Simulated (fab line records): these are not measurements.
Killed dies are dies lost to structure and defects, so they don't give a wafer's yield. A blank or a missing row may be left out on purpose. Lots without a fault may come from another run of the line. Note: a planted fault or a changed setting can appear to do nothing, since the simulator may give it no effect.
Chamber matching ; flow nand-harc ; NHARC_P_M1_ETCH_15 on rie-diel-11 has 4 sister chambers
The step etches the open film in C4F8/Ar, target depth 182.5 nm, time 91.2 s. 4 wafers are shown with their chamber, then 6 later ones without.

== WAFERS WITH THEIR CHAMBER ==
wafer;chamber;rf-vpp-V (V)
L582.5;1;442.4
L588.2;2;437.5
L594.2;0;444.9
L594.5;3;439.8

== WAFERS WITHOUT THEIR CHAMBER ==
wafer;rf-vpp-V (V)
L594.6;443.6
L596.1;439.8
L596.3;440.4
L596.5;438.9
L595.2;445.9
L600.6;437.5

== EACH ONE'S CHAMBER ==
wafer;from the rows above;in truth
L594.6;can't be placed: 1 or 0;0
L596.1;3;3
L596.3;can't be placed: 3 or 1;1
L596.5;can't be placed: 3 or 2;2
L595.2;0;0
L600.6;2;2
3 of 6 placed correctly. Unplaceable from these rows: 3, with the true chamber sitting among the candidates in 3. Number placed wrongly: 0.
How it was worked out, from the rows above alone: a wafer's distance from a chamber is the root of the sum, over the readings, of the square of ((its reading less the chamber's mean) divided by the reading's scatter). The wafer belongs to the nearest chamber; if the next one is less than 2 further off, it can't be placed. Each chamber's mean is taken over the wafers shown for it. The scatter: root of mean squared gap, hidden wafer to nearest shown wafer, with one shown wafer a chamber.
